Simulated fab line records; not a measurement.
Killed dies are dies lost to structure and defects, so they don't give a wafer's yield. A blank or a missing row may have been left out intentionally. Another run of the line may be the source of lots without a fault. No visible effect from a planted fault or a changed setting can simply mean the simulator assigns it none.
Comparing a struck lot with a sound one / flow nand_harc / 13 steps out of a route of 1159
Sound: wafers L186.1, L186.2, L186.6. Struck: wafer L191.2. (L191.3, L191.4 of the same lot were not struck and are left out.) The cause comes at the end.
Per side, at each step with rows, come the tool, then ch with its chambers, and then its first start. Under that, the readings that differ: sound wafers / struck wafers / difference of the means / sigmas: that difference in standard deviations of wafers without a fault.
alike: readings whose means differ by less than 2 such deviations, and words and numbers that are the same on both sides. not compared: withheld readings, readings that some wafer has no value for, bounds like >300 that may hide the same value, and numbers for which the record gives no deviation and whose values overlap.
Wherever a step has rows on one side only, a row that says differs or no value, or a row with sigmas, the two part there. Numbers that have no deviation but don't overlap get no sigmas and don't part them. A reading that every wafer of one side lacks parts them only if that side has two wafers or more.

NHARC_A_WL_FILL_RTA_01: time 5 s.
  sound on rtp_anneal-02 ch 0, day 15 02:39; struck on rtp_anneal-02 ch 0, day 15 18:32
  alike: lamp_power_pct, lamp_zone_5_pct, lamp_zone_7_pct, wafer_temp_C_max
then, 1 step without rows for these wafers: NHARC_A_WL_FILL_ALD_02 (deposits TiN, target thk 2 nm, pulse time 3 s, ald cycles 100).
NHARC_A_WL_FILL_CVD_03: deposits W, target thk 40 nm, time 3302 s.
  sound on cvd_w-02 ch 0,1, day 15 06:08; struck on cvd_w-01 ch 0, day 15 21:47
reading=susceptor_temp_C (C); sound=- - -; struck=299.96; difference=no value on the sound wafers; sigmas=
  alike: heater_power_w, throttle_valve_pct
NHARC_A_WL_FILL_ETCHBACK_04: etches the open film in NF3, target depth 60 nm, time 120 s.
  sound on rie_metal-03 ch 0,1, day 15 09:25; struck on rie_metal-01 ch 1, day 16 01:07
  alike: drypump_motor_current_A, oes_product_au
  not compared: rf_hours_counter_h
NHARC_A_WL_FILL_ETCHBACK_05: etches the open film in Cl2/BCl3, target depth 22 nm, time 60 s.
  sound on rie_metal-03 ch 0,1, day 15 09:40; struck on rie_metal-01 ch 1, day 16 01:22
reading=oes_product_au (a.u.); sound=0.989 0.991 0.995; struck=1.007; difference=+0.015; sigmas=+2
  alike: drypump_motor_current_A
  not compared: rf_hours_counter_h
NHARC_A_WL_FILL_STRIP_27: strips in N2/H2, time 20 s.
  sound on plasma_asher-01 ch 0,1, day 15 09:48; struck on plasma_asher-01 ch 1, day 16 01:31
  alike: drypump_motor_current_A, heater_power_w
  not compared: rf_hours_counter_h
then, 4 steps without rows for these wafers: NHARC_A_WL_FILL_STRIP_28 (strips in post etch residue remover, time 1200 s); NHARC_A_WL_FILL_PRECLEAN_06 (cleans in DIW, time 300 s); NHARC_A_WL_FILL_SRD_07; NHARC_A_WL_FILL_ANNEAL_08 (time 1800 s).
NHARC_A_WL_FILL_ALD_10: deposits SiO2, target thk 50 nm, pulse time 10 s, ald cycles 500.
  sound on ald_hk-03 ch 0,2, day 15 12:15; struck on ald_hk-02 ch 2, day 16 04:55
reading=ald_cycles; sound=500 500 500; struck=472; difference=-28; sigmas=
  alike: heater_power_w, precursor_pulse_height_rel, susceptor_temp_C
then, 2 steps without rows for these wafers: NHARC_A_WL_FILL_ETCHBACK_16 (etches the open film in C4F8/O2/Ar, target depth 88 nm, time 17.6 s); NHARC_END_SORT_01.

WHERE THEY PART
Last at NHARC_A_WL_FILL_ETCHBACK_05 as far as this record goes, first at NHARC_A_WL_FILL_CVD_03. Later steps at which nothing parts them and some readings are alike: NHARC_A_WL_FILL_STRIP_27, NHARC_A_WL_FILL_ALD_10.

WHY: the cause the simulator had injected
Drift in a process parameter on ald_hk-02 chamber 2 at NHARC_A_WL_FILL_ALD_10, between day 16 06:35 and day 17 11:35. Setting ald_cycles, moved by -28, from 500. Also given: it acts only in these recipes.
